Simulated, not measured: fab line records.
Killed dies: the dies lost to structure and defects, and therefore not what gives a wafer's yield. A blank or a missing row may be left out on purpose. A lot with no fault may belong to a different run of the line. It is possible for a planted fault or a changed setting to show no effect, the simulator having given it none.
Comparing a struck lot with a sound one + flow nand harc + 14 out of 1159 route steps
Sound: the wafers L356.1, L356.2, L356.3. Wafers L351.2, L351.4, L351.6 were the ones struck. At the end, the cause is stated.
At each step with rows: each side's tool, then ch and its chambers, then its first start. Under that, the readings that differ: sound wafers + struck wafers + difference of the means + sigmas: that difference in standard deviations of wafers without a fault.
alike: same words and numbers on both sides, and readings whose means sit less than 2 such deviations apart. not compared: any withheld reading, any reading some wafer has no value for, any bound like >300 that may hide the same value, and any number with overlapping values for which the record gives no deviation.
The two part at a step that has a row with sigmas, a row that says differs or no value, or rows on one side only. Non-overlapping numbers with no deviation appear without sigmas and do not part them. Lack of a reading on every wafer of one side parts them only where that side has two or more wafers.

first, 4 steps without rows for these wafers: NHARC_P_CONTACT_EBR_08; NHARC_P_CONTACT_EXPOSE_09 (exposes mask P CA, target cd 90 nm); NHARC_P_CONTACT_PEB_10 (peb time 65 s); NHARC_P_CONTACT_DEVELOP_11 (develop time 35 s).
NHARC_P_CONTACT_CD_MEAS_12: target cd 90 nm.
  sound on cd sem-02 ch 0, day 10 22:08; struck on cd sem-01 ch 0, day 9 14:38
  alike: cd nm
NHARC_P_CONTACT_OVL_MEAS_13:
  sound: overlay-02 at day 10 22:14; struck: overlay-01 at day 9 14:43
  alike: overlay x nm, overlay y nm
NHARC_P_CONTACT_INSPECT_14:
  sound: defect inspect-02 at day 10 22:16; struck: defect inspect-01 at day 9 14:46
  alike: raw defect count
NHARC_P_CONTACT_DESCUM_17: chemistry O2, time 3 s.
  sound on rie diel-03 ch 0,3, day 10 22:20; struck on rie diel-13 ch 0,3, day 9 14:49
  alike: drypump motor current A, oes product au, rf vpp V, showerhead plenum p Torr, throttle valve pct
  not compared: rf hours counter h
NHARC_P_CONTACT_ETCH_35: etches the open film in CF4, target depth 39 nm, time 65 s.
  sound on rie diel-03 ch 0,3, day 10 22:28; struck on rie diel-13 ch 1,2,3, day 9 14:55
  alike: bias w, cf4 flow sccm, drypump motor current A, oes product au, rf vpp V, showerhead plenum p Torr, throttle valve pct
  not compared: rf hours counter h
NHARC_P_CONTACT_ETCH_36: etches the open film in N2/H2, target depth 260 nm, time 406.25 s.
  sound on rie diel-03 ch 0,3, day 10 22:35; struck on rie diel-13 ch 1,2
  alike: bias w, chamber pressure mTorr, drypump motor current A, oes product au, rf vpp V, showerhead plenum p Torr, throttle valve pct
  not compared: rf hours counter h
NHARC_P_CONTACT_ETCH_18: etches the open film in C4F8/O2/Ar, target depth 481 nm, time 240.5 s.
  sound on rie diel-03 ch 0,3, day 10 23:05; struck on rie diel-13 ch 1,2
| reading               | sound             | struck            | difference | sigmas |
|-----------------------|-------------------|-------------------|------------|--------|
| oes product au (a.u.) | 0.960 0.967 0.957 | 0.924 0.923 0.915 | -0.041     | -2     |
  alike: bias w, chamber pressure mTorr, rf vpp V
  not compared: rf hours counter h
then, 1 step without rows for these wafers: NHARC_P_CONTACT_STRIP_37 (strips in C4F8/O2/Ar).
NHARC_P_CONTACT_ETCH_31: etches the open film in CH3F/O2, target depth 30 nm, time 85.7 s.
  sound on rie diel-03 ch 0,3, day 10 23:28; struck on rie diel-13 ch 0,3, day 9 15:34
  no value came back on the struck wafers for any of 7 readings (bias w (W), ch3f flow sccm (sccm) and others); on the sound wafers bias w (W) reads 100.2 100.4 100.2
  not compared: rf hours counter h
NHARC_P_CONTACT_CD_MEAS_19:
  sound: cd sem-01 at day 10 23:38; struck: cd sem-03 at day 9 15:41
  alike: cd nm

== WHERE THEY PART ==
At NHARC_P_CONTACT_ETCH_18 first; at NHARC_P_CONTACT_ETCH_31 last (within this record only). Later steps at which nothing parts them and some readings are alike: NHARC_P_CONTACT_CD_MEAS_19.

WHY: what had been put in by the simulator
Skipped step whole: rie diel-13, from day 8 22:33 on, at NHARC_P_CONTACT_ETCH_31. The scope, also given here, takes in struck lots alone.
